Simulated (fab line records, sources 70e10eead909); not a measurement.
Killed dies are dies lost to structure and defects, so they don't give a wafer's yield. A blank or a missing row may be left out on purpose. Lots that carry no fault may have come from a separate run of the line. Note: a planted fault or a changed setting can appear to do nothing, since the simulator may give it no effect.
A lot that was struck, set against a sound lot    flow nand harc    15 steps out of a route of 1159
Sound: wafers L129.1, L129.3, L129.4. Struck: wafer L138.3 (left out: L138.6, a lot-mate that was not struck); the cause follows at the end.
For every step that has rows: the tool of each side, followed by ch and its chambers, followed by its first start. Under that, the readings that differ: sound wafers    struck wafers    difference of the means    sigmas: that difference in standard deviations of wafers without a fault.
alike: words and numbers the same on both sides, and readings whose means are apart by under 2 such deviations; not compared: readings that were withheld, readings missing a value for some wafer, numbers with overlapping values and no deviation given by the record, and bounds like >300 which may hide the same value.
A row with sigmas, a row that says differs or no value, or rows on one side alone: a step with any of these is where the two part. When numbers do not overlap yet have no deviation, they are printed without sigmas and do not part them. A reading missing from all wafers of one side parts the sides only when that side holds two or more wafers.

first, 1 step without rows for these wafers: NHARC_A_ONON_D1_DEP_12 (target thk 1000 nm).
NHARC_A_ONON_D1_THK_MEAS_14: measures by ellipsometry.
  sound on film metro-01 at day 9 23:32; struck on film metro-01 at day 12 04:27
  alike: thk nm
then, 2 steps without rows for these wafers: NHARC_A_ONON_D1_ANNEAL_15 (time 3600 s); NHARC_A_ONON_D1_DEP_16 (target thk 1000 nm).
NHARC_A_ONON_D1_THK_MEAS_18: measures by ellipsometry.
  sound on film metro-01 at day 10 07:53; struck on film metro-02 at day 12 12:32
  alike: thk nm
next comes 1 step that has no rows for these wafers: NHARC_A_ONON_D1_DEP_19 (target thickness 1000 nm).
NHARC_A_ONON_D1_THK_MEAS_21: measures by ellipsometry.
  sound on film metro-01 at day 10 08:28; struck on film metro-02 at day 12 13:07
  alike: thk nm
next comes 1 step that has no rows for these wafers: NHARC_A_ONON_D1_DEP_22 (target thickness 1000 nm).
NHARC_A_ONON_D1_THK_MEAS_24: measures by ellipsometry.
  sound on film metro-01 at day 10 09:02; struck on film metro-02 at day 12 13:40
  alike: thk nm
next comes 1 step that has no rows for these wafers: NHARC_A_ONON_D1_DEP_25 (target thickness 1000 nm).
NHARC_A_ONON_D1_THK_MEAS_27: measures by ellipsometry.
  sound on film metro-01 at day 10 09:37; struck on film metro-02 at day 12 14:16
reading      sound        struck  difference  sigmas
thk nm (nm)  987 988 989  1005    +17         +2
NHARC_A_ONON_D1_DEP_28: target thk 1000 nm.
  sound on pecvd onon-04 ch 0, day 10 09:40; struck on pecvd onon-03 ch 0, day 12 14:26
  alike: n2o flow sccm
NHARC_A_ONON_D1_THK_MEAS_30: measures by ellipsometry.
  sound on film metro-01 at day 10 10:11; struck on film metro-01 at day 12 14:50
reading      sound           struck  difference  sigmas
thk nm (nm)  1003 1002 1003  1552    +549        +46
NHARC_A_ONON_D1_DEP_33: deposits SiO2, target thk 200 nm.
  sound on pecvd-04 ch 0,1, day 10 10:14; struck on pecvd-03 ch 0, day 12 14:56
  alike: heater power w, throttle valve pct
-- break in the record here, with 12 days between the starts of the struck wafers on either side (left off in module A_ONON_D1, picked up again in module END, where the first step shown is number 1159 on the route) --
NHARC_END_SORT_01:
  only the struck wafers appear in the record here, on prober-01 ch 0 at day 24 06:44; the sound ones have no rows

## WHERE THEY PART
First at NHARC_A_ONON_D1_THK_MEAS_27; last, within this record, at NHARC_END_SORT_01.

WHY: what the simulator had put in
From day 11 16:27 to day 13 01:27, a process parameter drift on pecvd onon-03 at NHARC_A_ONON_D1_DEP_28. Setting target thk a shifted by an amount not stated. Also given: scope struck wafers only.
